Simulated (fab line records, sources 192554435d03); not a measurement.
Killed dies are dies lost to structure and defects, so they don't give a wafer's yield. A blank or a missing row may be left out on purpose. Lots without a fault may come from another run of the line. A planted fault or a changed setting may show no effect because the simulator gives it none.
fab line records | flow n5_finfet
record lots=24 wafers=72 last_day=18
route steps=1938 shown BEOL_M7@1280 BEOL_M8@1333
lots that met no fault: from a run of the same line without faults
start_h: hours from the record's first day to the start of the lot's first wafer shown | wait_h: hours since the lot's step before | " the same as in the row above | L1.1+2: a row that stands for several wafers | - no value, or no start given | * or withheld: withheld | < > ~ a bound
route shown NAME@n: a module of which the file shows steps, and the number in the route of the first | usual: mean/standard deviation of fault-free wafers | same: alike in all rows | chamber/n: place in a boat | sites: the reading at each site | _std_site: their standard deviation | _edge_site: outer sites' mean less inner sites' | radius_mm: how far each site lies from the wafer's centre | mask NAME#n: copy n | behind: the tool/chamber that last shaped the wafer | hold: why the lot was held/for how many hours/how that ended | device: the transistor (n, p or np) that didn't switch | end of line: the same wafers' tests at the end of the route | a step without rows: its recipe alone | killed: dies lost to structure and defects at the first sort, not the wafer's yield | map: a wafer's dies, x killed, . not, _ none there
set.NAME: the setting as run; set.NAME@STEP: as run at that earlier step | model.NAME: the simulator's own value behind a step, which no gauge read
steps of the route over a sample of lots; a table a step, a row a wafer
services: from which hour (start_h, from the record's first day; less than 0 if before it) a tool's chamber was out of use, for how many hours, and why
## steps
# step N5_BEOL_M7_ETCH_61
# recipe chemistry=CF4 target=SiARC target_depth_a=455 mask_material=CAR-ArF time_s=75.8 ion_energy_ev=80 pressure_mtorr=40 source_w=545 bias_w=36 Ar_flow_sccm=100 cf4_flow_sccm=100 ends=cleared
# usual drypump_motor_current_A=5.9/0.36 etch_rf_on_time_s=76.6/1.3 mfc_ar_sccm=100.0/0.32 oes_product_au=0.64/0.066 rf_vpp_V=184.1/1.2 showerhead_plenum_p_Torr=2.15/0.078 throttle_valve_pct=15.66/0.19
# columns lot.wafer tool chamber start_h wait_h drypump_motor_current_A etch_rf_on_time_s mfc_ar_sccm oes_product_au rf_hours_counter_h rf_vpp_V showerhead_plenum_p_Torr throttle_valve_pct
L074.3 rie_diel-05 3 186.74 0.0 5.8 77.5 99.8 0.61 187 185.5 2.23 15.83
L074.4 " 1 " " 6.1 76.7 100.5 0.60 219 181.9 2.04 15.46
L074.5 " 1 " " 6.1 76.5 100.3 0.60 - 184.1 2.04 15.46
L075.2 rie_diel-01 1 193.35 0.0 6.3 74.3 100.2 0.66 158 186.3 2.22 15.23
L075.5 " 0 " " 5.5 75.4 100.1 0.70 - 186.8 2.27 15.71
L075.6 " 1 " " 6.3 73.7 100.1 0.67 - 184.0 2.22 15.23
L076.1 rie_diel-05 2 209.90 0.0 5.6 76.7 100.2 0.57 246 184.3 2.18 15.82
L076.4 " 0 " " 5.5 75.5 99.9 0.64 143 182.8 2.06 15.84
L076.6 " 1 " " 6.1 76.4 99.8 0.60 - 183.6 2.04 15.49
L080.3 rie_diel-05 3 230.87 0.0 5.8 76.9 100.4 0.61 203 184.9 2.22 15.86
L080.4 " 1 " " 6.1 75.9 100.4 0.59 - 181.7 2.04 15.50
L080.5 " 3 " " 5.8 77.6 100.1 0.60 - 184.3 2.22 15.87
L077.3 rie_diel-05 3 235.06 0.0 5.8 76.8 99.2 0.61 204 185.1 2.22 15.87
L077.5 " 0 " " 5.5 77.1 100.0 0.62 - 184.3 2.06 15.86
L077.6 " 1 " " 6.1 76.6 99.8 0.59 - 183.1 2.04 15.51
L078.1 rie_diel-06 2 235.27 0.0 6.3 79.7 99.5 0.59 209 183.6 2.13 15.61
L078.2 " 3 " " 6.3 76.1 100.0 0.66 104 183.5 2.17 15.67
L078.5 " 2 " " 6.4 79.6 100.0 0.59 - 184.0 2.13 15.60
L079.3 rie_diel-05 1 235.80 0.0 6.1 76.6 100.1 0.59 236 182.6 2.04 15.50
L079.4 " 3 " " 5.8 77.2 100.3 0.61 - 183.8 2.22 15.86
L079.6 " 0 " " 5.5 77.0 100.0 0.62 - 181.2 2.06 15.86
L082.2 rie_diel-06 3 235.97 0.0 6.3 75.6 99.7 0.66 104 183.4 2.17 15.65
L082.3 " 2 " " 6.4 79.0 100.6 0.59 209 185.1 2.13 15.59
L082.6 " 2 " " 6.4 78.2 99.8 0.60 - 183.3 2.13 15.61
L083.2 rie_diel-05 1 239.14 0.0 6.1 77.1 100.4 0.59 238 181.3 2.04 15.50
L083.5 " 2 " " 5.6 75.1 100.4 0.85 - 183.8 2.18 15.31
L083.6 " 1 " " 6.1 76.9 100.2 0.59 - 182.1 2.04 15.51
L081.1 rie_diel-06 1 245.17 0.0 5.8 74.8 100.1 0.70 67 184.6 2.18 15.59
L081.5 " 2 " " 6.3 78.9 100.2 0.59 - 184.5 2.13 15.63
L081.6 " 1 " " 5.8 75.4 99.7 0.70 - 183.3 2.18 15.59
L084.1 rie_diel-05 2 261.80 0.0 5.6 74.8 99.8 0.81 7 183.6 2.18 15.33
L084.3 " 0 " " 5.5 77.0 100.2 0.62 161 183.9 2.06 15.87
L084.4 " 3 " " 5.8 77.7 99.9 0.60 213 185.2 2.22 15.85
L085.1 rie_diel-05 2 266.56 0.0 5.6 75.6 100.0 0.79 8 184.8 2.18 15.34
L085.4 " 1 " " 6.1 76.8 100.1 0.58 247 183.0 2.04 15.50
L085.6 " 0 " " 5.5 76.7 100.1 0.62 - 182.2 2.05 15.86
L086.1 rie_diel-05 3 276.84 0.0 5.8 78.7 100.3 0.59 216 184.7 2.22 15.90
L086.3 " 1 " " 6.1 76.5 99.8 0.58 249 182.7 2.04 15.51
L086.5 " 3 " " 5.8 77.4 100.2 0.60 - 184.4 2.22 15.90
L088.1 rie_diel-05 3 281.03 0.0 5.8 77.7 100.1 0.59 218 185.6 2.22 15.89
L088.3 " 0 " " 5.6 77.5 99.8 0.62 167 185.2 2.05 15.89
L088.4 " 3 " " 5.8 77.7 100.2 0.60 - 186.2 2.22 15.90
L087.1 rie_diel-01 0 285.18 0.0 5.5 75.1 99.8 0.68 103 185.3 2.26 15.78
L087.4 " 3 " " 5.7 76.9 99.5 0.59 229 185.1 2.20 15.64
L087.5 " 3 " " 5.8 77.3 100.2 0.59 - 185.0 2.20 15.64
L089.1 rie_diel-06 2 300.51 0.0 6.4 79.4 100.1 0.58 229 184.2 2.12 15.66
L089.4 " 0 " " 4.9 76.1 100.4 0.78 15 185.3 2.28 15.73
L089.5 " 3 " " 6.3 76.3 100.2 0.65 - 184.3 2.17 15.71
L090.1 rie_diel-01 0 303.56 0.0 5.5 75.3 100.0 0.67 108 186.4 2.25 15.77
L090.2 " 3 " " 5.7 77.5 99.8 0.59 234 183.7 2.20 15.63
L090.5 " 3 " " 5.7 77.7 100.6 0.59 - 184.6 2.20 15.64
L091.2 rie_diel-05 3 305.99 0.0 5.8 78.3 100.5 0.59 229 184.9 2.21 15.92
L091.3 " 0 " " 5.6 77.6 100.5 0.61 178 183.3 2.05 15.89
L091.6 " 2 " " 5.6 76.4 100.4 0.77 - 185.4 2.17 15.37
L092.2 rie_diel-01 0 306.67 0.0 5.5 76.3 99.6 0.67 109 184.8 2.25 15.78
L092.3 " 3 " " 5.7 77.8 100.1 0.59 235 183.7 2.20 15.64
L092.4 " 1 " " 6.3 73.9 100.1 0.64 190 186.0 2.21 15.29
L093.1 rie_diel-06 0 310.56 0.0 4.9 76.0 99.8 0.77 18 185.3 2.28 15.74
L093.3 " 3 " " 6.3 76.5 99.7 0.65 128 184.2 2.16 15.72
L093.6 " 3 " " 6.3 76.5 100.4 0.65 - 182.6 2.16 15.70
L094.2 rie_diel-06 0 323.19 0.0 4.9 76.5 100.5 0.77 22 185.2 2.27 15.75
L094.3 " 3 " " 6.3 77.1 100.6 0.64 131 184.8 2.16 15.72
L094.5 " 1 " " 5.8 76.1 99.9 0.68 - 183.9 2.17 15.64
L095.1 rie_diel-05 2 330.73 0.0 5.6 75.0 99.8 0.77 30 184.9 2.17 15.38
L095.3 " 0 " " 5.5 77.4 99.9 0.60 186 183.5 2.05 15.92
L095.4 " 1 " " 6.1 74.6 99.8 0.81 6 185.9 2.29 15.06
L096.1 rie_diel-01 2 339.55 0.0 6.3 75.6 100.1 0.60 222 183.0 2.03 15.58
L096.3 " 3 " " 5.7 76.9 99.5 0.58 246 185.8 2.19 15.66
L096.5 " 2 " " 6.4 76.7 99.8 0.59 - 183.3 2.03 15.60
L097.1 rie_diel-01 0 340.14 0.0 5.5 75.4 100.3 0.66 121 185.0 2.25 15.79
L097.3 " 1 " " 6.3 73.6 100.1 0.64 202 186.2 2.20 15.30
L097.5 " 3 " " 5.7 77.8 99.6 0.58 - 185.7 2.19 15.66
# step N5_BEOL_M7_OVL_MEAS_29
# recipe points_per_wafer=522
# usual V6_OVL=0.2/0.58
# columns lot.wafer tool chamber start_h wait_h V6_OVL[nm]
L074.3 overlay-01 0 188.35 0.0 1.2
L074.4 " 0 " " 0.3
L074.5 " 0 " " 0.3
L075.2 overlay-02 0 197.55 0.0 0.4
L075.5 " 0 " " 0.3
L075.6 " 0 " " 0.6
L076.1 overlay-01 0 213.26 0.0 1.0
L076.4 " 0 " " 0.7
L076.6 " 0 " " 0.6
L080.3 overlay-01 0 234.41 0.0 0.0
L080.4 " 0 " " 0.3
L080.5 " 0 " " 1.1
L077.3 overlay-01 0 236.14 0.0 -0.1
L077.5 " 0 " " -0.5
L077.6 " 0 " " 0.2
L078.1 overlay-02 0 236.30 0.0 0.2
L078.2 " 0 " " -0.9
L078.5 " 0 " " -1.2
L079.3 overlay-01 0 236.85 0.0 0.7
L079.4 " 0 " " 0.4
L079.6 " 0 " " 0.4
L082.2 overlay-02 0 236.88 0.0 0.0
L082.3 " 0 " " -0.8
L082.6 " 0 " " 0.2
L083.2 overlay-02 0 240.05 0.0 -0.1
L083.5 " 0 " " 0.1
L083.6 " 0 " " 0.0
L081.1 overlay-01 0 246.81 0.0 0.3
L081.5 " 0 " " -0.3
L081.6 " 0 " " -0.3
L084.1 overlay-01 0 264.69 0.0 0.5
L084.3 " 0 " " 0.0
L084.4 " 0 " " 0.8
L085.1 overlay-01 0 270.29 0.0 -0.4
L085.4 " 0 " " 0.1
L085.6 " 0 " " 0.0
L086.1 overlay-01 0 279.17 0.0 0.6
L086.3 " 0 " " 0.3
L086.5 " 0 " " 0.9
L088.1 overlay-02 0 282.02 0.0 0.0
L088.3 " 0 " " -0.8
L088.4 " 0 " " 0.1
L087.1 overlay-01 0 289.27 0.0 0.6
L087.4 " 0 " " 0.0
L087.5 " 0 " " 0.3
L089.1 overlay-02 0 301.36 0.0 0.5
L089.4 " 0 " " -0.6
L089.5 " 0 " " 0.2
L090.1 overlay-02 0 304.93 0.0 -0.2
L090.2 " 0 " " 0.8
L090.5 " 0 " " 0.2
L091.2 overlay-01 0 309.08 0.0 -0.2
L091.3 " 0 " " 0.6
L091.6 " 0 " " 0.7
L092.2 overlay-02 0 309.13 0.0 -0.4
L092.3 " 0 " " -0.5
L092.4 " 0 " " -1.0
L093.1 overlay-01 0 313.02 0.0 1.4
L093.3 " 0 " " 1.3
L093.6 " 0 " " 0.4
L094.2 overlay-01 0 326.68 0.0 0.9
L094.3 " 0 " " -0.2
L094.5 " 0 " " -1.1
L095.1 overlay-01 0 332.23 0.0 0.4
L095.3 " 0 " " 0.6
L095.4 " 0 " " 0.2
L096.1 overlay-02 0 341.01 0.0 0.2
L096.3 " 0 " " -0.1
L096.5 " 0 " " 0.0
L097.1 overlay-02 0 341.18 0.0 1.3
L097.3 " 0 " " 0.3
L097.5 " 0 " " 0.4
# step N5_BEOL_M7_PRE_CLEAN_45
# recipe gas=H2/He time_s=30 temp_c=250
# usual heater_power_w=331/22
# columns lot.wafer tool chamber start_h wait_h heater_power_w
L074.3 pvd_sputter-03 - 189.73 0.0 324
L074.4 " - " " 325
L074.5 " - " " 331
L075.2 pvd_sputter-01 - 198.76 0.0 359
L075.5 " - " " 328
L075.6 " - " " 287
L076.1 pvd_sputter-02 - 214.61 0.0 347
L076.4 " - " " 338
L076.6 " - " " 301
L080.3 pvd_sputter-01 - 235.75 0.0 296
L080.4 " - " " 341
L080.5 " - " " 363
L077.3 pvd_sputter-02 - 237.21 0.0 348
L077.5 " - " " 348
L077.6 " - " " 303
L078.1 pvd_sputter-02 - 237.97 0.0 345
L078.2 " - " " 343
L078.5 " - " " 334
L079.3 pvd_sputter-02 - 238.05 0.0 305
L079.4 " - " " 342
L079.6 " - " " 306
L082.2 pvd_sputter-03 - 238.08 0.0 318
L082.3 " - " " 332
L082.6 " - " " 320
L083.2 pvd_sputter-03 - 242.02 0.0 327
L083.5 " - " " 318
L083.6 " - " " 360
L081.1 pvd_sputter-02 - 248.47 0.0 348
L081.5 " - " " 338
L081.6 " - " " 339
L084.1 pvd_sputter-03 - 266.28 0.0 359
L084.3 " - " " 313
L084.4 " - " " 314
L085.1 pvd_sputter-01 - 271.68 0.0 337
L085.4 " - " " 368
L085.6 " - " " 295
L086.1 pvd_sputter-03 - 280.26 0.0 346
L086.3 " - " " 350
L086.5 " - " " 321
L088.1 pvd_sputter-03 - 284.64 0.0 325
L088.3 " - " " 351
L088.4 " - " " 319
L087.1 pvd_sputter-02 - 290.80 0.0 297
L087.4 " - " " 333
L087.5 " - " " 349
L089.1 pvd_sputter-02 - 302.53 0.0 344
L089.4 " - " " 306
L089.5 " - " " 348
L090.1 pvd_sputter-03 - 306.44 0.0 357
L090.2 " - " " 315
L090.5 " - " " 324
L091.2 pvd_sputter-01 - 310.23 0.0 378
L091.3 " - " " 342
L091.6 " - " " 295
L092.2 pvd_sputter-03 - 310.24 0.0 358
L092.3 " - " " 353
L092.4 " - " " 317
L093.1 pvd_sputter-02 - 314.56 0.0 334
L093.3 " - " " 350
L093.6 " - " " 342
L094.2 pvd_sputter-02 - 327.99 0.0 347
L094.3 " - " " 344
L094.5 " - " " 334
L095.1 pvd_sputter-02 - 333.35 0.0 349
L095.3 " - " " 339
L095.4 " - " " 344
L096.1 pvd_sputter-01 - 342.24 0.0 366
L096.3 " - " " 290
L096.5 " - " " 366
L097.1 pvd_sputter-03 - 342.64 0.0 354
L097.3 " - " " 354
L097.5 " - " " 318
# step N5_BEOL_M7_ALD_77
# recipe material=TaN target_thk_a=20 temp_c=275 ald_precursor_family=PDMAT ald_co_reactant=NH3 pressure_torr=3 carrier_flow_sccm=1500 pulse_time_s=2 purge_time_s=3 co_reactant_purge_time_s=2 co_reactant_pulse_time_s=3 ald_cycles=40 precursor_vessel_temp_c=75 precursor_vessel_pressure_torr=26.25 precursor_vessel_carrier_sccm=1000
# usual heater_power_outer_w=216/21 heater_power_w=400/39 mfc_carrier_sccm=1500/3.9 precursor_vessel_temp_c=75.01/0.12
# same ald_cycles=40
# columns lot.wafer tool chamber start_h wait_h heater_power_outer_w heater_power_w mfc_carrier_sccm precursor_vessel_temp_c
L074.3 ald_metal-01 2 189.79 0.0 206 422 1496 75.01
L074.4 " 0 " " 206 364 1501 74.93
L074.5 " 1 " " 231 438 1495 74.84
L075.2 ald_metal-01 1 198.82 0.0 229 452 1499 74.88
L075.5 " 3 " " 211 375 1505 75.01
L075.6 " 2 " " 205 413 1503 75.14
L076.1 ald_metal-01 2 214.90 0.3 208 428 1497 75.01
L076.4 " 3 " " 203 388 1502 74.87
L076.6 " 1 " " 228 446 1499 74.97
L080.3 ald_metal-01 2 235.82 0.0 212 421 1504 75.13
L080.4 " 1 " " 232 437 1500 74.91
L080.5 " 3 " " 206 374 1506 75.07
L077.3 ald_metal-02 2 237.27 0.0 229 421 1504 75.22
L077.5 " 0 " " 210 387 1506 75.09
L077.6 " 2 " " 228 404 1502 74.85
L078.1 ald_metal-03 0 238.04 0.0 218 377 1497 75.37
L078.2 " 3 " " 180 327 1494 74.98
L078.5 " 0 " " 210 379 1502 75.07
L079.3 ald_metal-01 2 238.12 0.0 198 420 1501 74.83
L079.4 " 1 " " 236 438 1498 75.02
L079.6 " 2 " " 207 420 1498 74.87
L082.2 ald_metal-02 1 238.27 0.2 213 422 1498 74.85
L082.3 " 0 " " 204 403 1505 75.02
L082.6 " 0 " " 201 391 1498 75.05
L083.2 ald_metal-03 0 242.08 0.0 215 382 1498 75.25
L083.5 " 0 " " 213 374 1493 74.97
L083.6 " 3 " " 184 329 1497 75.11
L081.1 ald_metal-03 1 248.53 0.0 225 430 1499 75.03
L081.5 " 0 " " 216 382 1496 74.95
L081.6 " 1 " " 223 425 1498 74.80
L084.1 ald_metal-01 2 266.43 0.1 205 412 1502 74.78
L084.3 " 0 " " 198 370 1504 74.99
L084.4 " 3 " " 201 376 1508 74.96
L085.1 ald_metal-03 1 271.78 0.1 227 429 1499 75.15
L085.4 " 0 " " 211 379 1505 75.07
L085.6 " 2 " " 263 477 1505 75.17
L086.1 ald_metal-02 1 280.33 0.0 214 408 1496 75.04
L086.3 " 3 " " 234 397 1505 74.99
L086.5 " 0 " " 203 385 1501 75.03
L088.1 ald_metal-02 1 284.93 0.3 208 417 1504 75.13
L088.3 " 0 " " 198 399 1500 75.02
L088.4 " 2 " " 235 404 1500 75.14
L087.1 ald_metal-03 0 290.96 0.1 211 381 1497 74.99
L087.4 " 2 " " 266 476 1500 74.99
L087.5 " 2 " " 261 480 1504 74.95
L089.1 ald_metal-02 0 302.59 0.0 200 403 1494 74.86
L089.4 " 1 " " 212 412 1500 75.26
L089.5 " 0 " " 204 388 1496 74.89
L090.1 ald_metal-03 2 306.61 0.2 263 478 1498 74.87
L090.2 " 0 " " 213 374 1503 75.25
L090.5 " 3 " " 182 335 1503 74.84
L091.2 ald_metal-01 0 310.40 0.1 201 372 1497 75.09
L091.3 " 2 " " 205 417 1501 74.83
L091.6 " 3 " " 202 366 1498 74.96
L092.2 ald_metal-03 2 310.51 0.3 264 485 1498 74.98
L092.3 " 1 " " 231 416 1497 75.16
L092.4 " 3 " " 183 329 1498 75.02
L093.1 ald_metal-03 2 314.64 0.1 263 474 1499 74.93
L093.3 " 3 " " 181 336 1494 75.14
L093.6 " 3 " " 178 329 1501 75.01
L094.2 ald_metal-01 3 328.05 0.0 202 379 1502 75.01
L094.3 " 0 " " 198 371 1505 75.15
L094.5 " 0 " " 200 371 1502 75.17
L095.1 ald_metal-03 3 333.42 0.0 177 326 1495 75.08
L095.3 " 2 " " 262 473 1501 74.96
L095.4 " 0 " " 210 385 1495 74.95
L096.1 ald_metal-03 0 342.38 0.1 209 373 1502 74.96
L096.3 " 2 " " 265 486 1494 74.97
L096.5 " 2 " " 258 477 1504 75.05
L097.1 ald_metal-02 2 342.75 0.1 236 402 1495 75.04
L097.3 " 1 " " 209 422 1499 74.75
L097.5 " 2 " " 236 416 1493 75.03
# step N5_BEOL_M8_CURE_74
# recipe temp_c=385 time_s=240 ambient=He/Ar material=SiCOH_lowk
# usual lamp_power_pct=52.31/0.059 wafer_temp_C_max=386.7/0.69
# columns lot.wafer tool chamber start_h wait_h lamp_power_pct wafer_temp_C_max
L074.3 uv_cure-03 1 192.25 0.2 52.35 385.7
L074.4 " 1 " " 52.42 386.2
L074.5 " 1 " " 52.42 386.0
L075.2 uv_cure-01 2 200.71 0.2 52.35 386.1
L075.5 " 2 " " 52.22 385.6
L075.6 " 2 " " 52.24 385.9
L076.1 uv_cure-02 1 217.13 0.5 52.34 387.0
L076.4 " 1 " " 52.28 387.5
L076.6 " 1 " " 52.26 387.7
L080.3 uv_cure-01 2 239.16 0.2 52.33 386.2
L080.4 " 2 " " 52.35 386.0
L080.5 " 2 " " 52.30 386.9
L078.1 uv_cure-03 0 239.85 0.0 52.31 386.4
L078.2 " 0 " " 52.26 386.5
L078.5 " 0 " " 52.36 386.3
L077.3 uv_cure-02 0 240.23 0.2 52.34 386.2
L077.5 " 0 " " 52.34 386.8
L077.6 " 0 " " 52.36 386.4
L079.3 uv_cure-01 2 240.46 0.2 52.36 386.3
L079.4 " 2 " " 52.40 386.5
L079.6 " 2 " " 52.16 386.3
L082.2 uv_cure-03 0 240.91 0.3 52.24 386.6
L082.3 " 0 " " 52.29 386.5
L082.6 " 0 " " 52.33 386.8
L083.2 uv_cure-03 2 244.15 0.1 52.22 386.5
L083.5 " 2 " " 52.32 386.2
L083.6 " 2 " " 52.28 386.5
L081.1 uv_cure-03 2 250.39 0.0 52.36 387.1
L081.5 " 2 " " 52.27 386.2
L081.6 " 2 " " 52.27 385.8
L084.1 uv_cure-02 2 269.67 0.0 52.31 386.5
L084.3 " 2 " " 52.28 386.8
L084.4 " 2 " " 52.28 386.6
L085.1 uv_cure-02 2 274.56 0.0 52.27 386.9
L085.4 " 2 " " 52.23 386.8
L085.6 " 2 " " 52.35 386.5
L086.1 uv_cure-01 2 281.86 0.0 52.31 386.0
L086.3 " 2 " " 52.36 386.5
L086.5 " 2 " " 52.30 385.9
L088.1 uv_cure-01 1 286.50 0.0 52.36 388.2
L088.3 " 1 " " 52.33 387.8
L088.4 " 1 " " 52.32 387.2
L087.1 uv_cure-01 2 293.05 0.0 52.28 386.0
L087.4 " 2 " " 52.44 385.9
L087.5 " 2 " " 52.30 385.8
L089.1 uv_cure-01 1 305.34 0.0 52.22 387.8
L089.4 " 1 " " 52.28 388.3
L089.5 " 1 " " 52.30 388.7
L090.1 uv_cure-03 2 308.71 0.0 52.28 386.0
L090.2 " 2 " " 52.35 386.2
L090.5 " 2 " " 52.36 385.7
L091.2 uv_cure-02 0 312.90 0.1 52.31 386.5
L091.3 " 0 " " 52.29 386.7
L091.6 " 0 " " 52.22 387.1
L092.2 uv_cure-03 2 313.29 0.1 52.44 386.3
L092.3 " 2 " " 52.32 386.5
L092.4 " 2 " " 52.36 387.3
L093.1 uv_cure-03 1 317.99 0.0 52.38 386.4
L093.3 " 1 " " 52.46 386.3
L093.6 " 1 " " 52.25 386.9
L094.2 uv_cure-02 0 330.12 0.1 52.25 386.7
L094.3 " 0 " " 52.24 386.8
L094.5 " 0 " " 52.32 386.2
L095.1 uv_cure-01 0 335.03 0.0 52.41 387.7
L095.3 " 0 " " 52.20 387.6
L095.4 " 0 " " 52.30 388.0
L096.1 uv_cure-01 0 344.17 0.1 52.32 387.6
L096.3 " 0 " " 52.30 387.3
L096.5 " 0 " " 52.30 387.4
L097.1 uv_cure-02 0 346.13 0.1 52.38 387.5
L097.3 " 0 " " 52.40 386.5
L097.5 " 0 " " 52.31 386.6
# step N5_BEOL_M8_STRIP_80
# recipe chemistry=N2/H2 time_s=10 power_w=450 temp_c=40 pressure_mtorr=20 rf_frequency_hz=6e+07 bias_power_w=7 n2_flow_sccm=200 h2_flow_sccm=200
# usual bias_power_w=7.005/0.019 drypump_motor_current_A=5.8/0.48 oes_product_au=0.81/0.09 rf_vpp_V=59.3/0.88 showerhead_plenum_p_Torr=2.57/0.084 throttle_valve_pct=23.55/0.3
# columns lot.wafer tool chamber start_h wait_h bias_power_w drypump_motor_current_A oes_product_au rf_hours_counter_h rf_vpp_V showerhead_plenum_p_Torr throttle_valve_pct
L074.3 rie_diel-02 2 - - 7.010 5.2 0.70 236 59.4 2.63 24.29
L074.4 " 3 " " 6.967 5.6 0.73 179 58.5 2.52 23.66
L074.5 " 2 " " 7.004 5.2 0.70 - 59.3 2.63 24.28
L075.2 rie_diel-04 3 - - 7.007 6.4 0.87 48 59.2 2.58 23.60
L075.5 " 2 " " 7.031 5.6 0.69 - 59.9 2.40 23.71
L075.6 " 1 " " 6.990 6.3 0.98 - 59.2 2.49 23.15
L076.1 rie_diel-04 3 - - 7.024 6.4 0.87 54 59.3 2.58 23.61
L076.4 " 1 " " 7.015 6.3 0.95 8 59.4 2.49 23.18
L076.6 " 0 " " 7.011 6.7 0.91 - 60.0 2.72 23.72
L080.3 rie_diel-02 0 - - 7.038 5.3 0.70 223 59.2 2.39 23.30
L080.4 " 2 " " 6.996 5.2 0.69 250 58.5 2.63 24.30
L080.5 " 2 " " 6.970 5.2 0.69 - 59.2 2.63 24.30
L078.1 rie_diel-04 3 - - 6.993 6.4 0.85 62 58.6 2.57 23.61
L078.2 " 1 " " 7.032 6.3 0.94 15 60.0 2.49 23.18
L078.5 " 0 " " 7.025 6.7 0.89 - 58.3 2.72 23.74
L077.3 rie_diel-04 1 - - 6.978 6.3 0.94 16 59.7 2.49 23.16
L077.5 " 3 " " 7.002 6.4 0.86 - 58.7 2.57 23.60
L077.6 " 0 " " 6.988 6.7 0.89 - 60.2 2.72 23.72
L079.3 rie_diel-04 1 - - 6.997 6.3 0.93 16 59.6 2.49 23.17
L079.4 " 0 " " 7.011 6.7 0.89 - 61.2 2.72 23.71
L079.6 " 3 " " 6.998 6.4 0.86 - 59.4 2.57 23.60
L082.2 rie_diel-03 0 - - 7.037 5.6 0.71 214 59.6 2.53 23.99
L082.3 " 3 " " 6.991 5.7 0.92 20 58.6 2.69 23.37
L082.6 " 1 " " 6.991 5.3 0.81 - 61.1 2.57 23.35
L083.2 rie_diel-03 0 - - 7.006 5.6 0.70 215 58.4 2.52 24.01
L083.5 " 0 " " 7.063 5.6 0.71 - 59.3 2.52 24.02
L083.6 " 1 " " 6.997 5.3 0.81 - 59.2 2.57 23.33
L081.1 rie_diel-03 0 - - 6.999 5.6 0.71 218 58.8 2.52 24.01
L081.5 " 1 " " 7.019 5.3 0.81 - 58.9 2.57 23.35
L081.6 " 2 " " 7.021 5.4 0.77 - 59.8 2.53 23.33
L084.1 rie_diel-03 3 - - 6.983 5.7 0.89 30 58.6 2.69 23.39
L084.3 " 0 " " 6.995 5.6 0.70 222 59.1 2.52 24.02
L084.4 " 2 " " 7.018 5.5 0.76 134 60.1 2.53 23.33
L085.1 rie_diel-03 0 - - 7.034 5.6 0.70 224 59.3 2.52 24.02
L085.4 " 1 " " 7.026 5.3 0.79 108 59.1 2.56 23.36
L085.6 " 0 " " 7.021 5.6 0.70 - 59.0 2.52 24.03
L086.1 rie_diel-03 1 - - 6.983 5.3 0.80 111 58.8 2.56 23.37
L086.3 " 3 " " 6.981 5.7 0.89 36 59.8 2.68 23.37
L086.5 " 1 " " 7.012 5.3 0.80 - 59.2 2.56 23.37
L088.1 rie_diel-02 3 - - 7.013 5.6 0.70 219 61.1 2.51 23.72
L088.3 " 2 " " 7.010 5.2 0.96 9 59.1 2.62 24.05
L088.4 " 1 " " 7.014 6.3 0.97 2 58.8 2.61 23.43
L087.1 rie_diel-03 3 - - 7.005 5.7 0.88 37 59.0 2.68 23.39
L087.4 " 0 " " 7.002 5.7 0.70 229 57.9 2.52 24.03
L087.5 " 2 " " 7.007 5.4 0.76 - 57.7 2.52 23.34
L089.1 rie_diel-04 0 - - 6.998 6.7 0.85 47 60.0 2.71 23.74
L089.4 " 2 " " 7.037 5.6 0.93 19 60.0 2.71 23.31
L089.5 " 1 " " 7.016 6.3 0.90 - 59.0 2.48 23.19
L090.1 rie_diel-02 3 - - 7.006 5.6 0.69 228 59.8 2.50 23.73
L090.2 " 2 " " 7.007 5.2 0.94 19 61.1 2.62 24.06
L090.5 " 1 " " 7.019 6.2 0.94 - 59.0 2.60 23.44
L091.2 rie_diel-02 2 - - 7.015 5.2 0.93 21 59.1 2.62 24.06
L091.3 " 3 " " 6.986 5.6 0.69 231 59.5 2.50 23.74
L091.6 " 2 " " 7.037 5.2 0.93 - 58.4 2.62 24.04
L092.2 rie_diel-03 1 - - 6.995 5.3 0.79 120 59.1 2.56 23.37
L092.3 " 3 " " 6.978 5.7 0.87 45 59.2 2.68 23.39
L092.4 " 3 " " 6.995 5.7 0.86 - 60.4 2.68 23.39
L093.1 rie_diel-03 3 - - 7.018 5.7 0.86 47 59.7 2.68 23.39
L093.3 " 2 " " 6.978 5.4 0.75 148 59.1 2.52 23.37
L093.6 " 3 " " 7.025 5.7 0.87 - 59.4 2.68 23.40
L094.2 rie_diel-04 0 - - 7.007 6.7 0.84 56 59.8 2.70 23.77
L094.3 " 1 " " 7.015 6.3 0.88 47 59.1 2.47 23.21
L094.5 " 0 " " 7.007 6.7 0.84 - 59.1 2.70 23.78
L095.1 rie_diel-02 0 - - 6.989 5.3 0.95 6 60.6 2.69 22.94
L095.3 " 2 " " 7.038 5.2 0.91 28 59.5 2.61 24.07
L095.4 " 3 " " 7.013 5.7 0.69 238 59.9 2.50 23.73
L096.1 rie_diel-03 3 - - 7.013 5.7 0.86 56 58.9 2.67 23.42
L096.3 " 2 " " 7.027 5.4 0.75 157 59.6 2.52 23.39
L096.5 " 2 " " 7.011 5.4 0.74 - 58.8 2.52 23.37
L097.1 rie_diel-03 1 - - 6.985 5.3 0.77 134 59.8 2.55 23.39
L097.3 " 2 " " 6.982 5.5 0.74 160 58.7 2.52 23.38
L097.5 " 3 " " 6.973 5.7 0.85 - 60.3 2.67 23.41
## services
# columns tool chamber start_h hours kind
rie_diel-02 - 163.03 3.2 repair
rie_diel-03 3 189.80 9.6 repair
uv_cure-02 - 196.64 0.5 repair
rie_diel-06 2 201.30 23.7 repair
rie_diel-06 3 202.27 7.3 repair
uv_cure-03 - 202.40 16.7 repair
rie_diel-01 - 211.73 3.2 repair
rie_diel-03 - 219.02 2.8 pm
ald_metal-01 1 243.56 3.8 repair
rie_diel-01 - 243.61 0.2 repair
rie_diel-03 0 259.75 6.6 repair
rie_diel-02 0 261.10 2.4 repair
rie_diel-06 0 271.64 2.8 repair
uv_cure-02 - 276.46 0.4 repair
uv_cure-03 - 294.22 0.6 repair
rie_diel-05 2 296.80 2.9 repair
rie_diel-03 0 310.73 1.4 repair
rie_diel-06 3 316.56 4.0 repair
rie_diel-03 2 316.71 5.3 repair
ald_metal-01 - 337.40 14.0 pm
rie_diel-04 3 341.69 14.3 repair
rie_diel-04 1 345.68 5.8 repair
rie_diel-04 - 346.66 14.6 pm
uv_cure-01 - 352.58 2.1 pm
## key
fault none
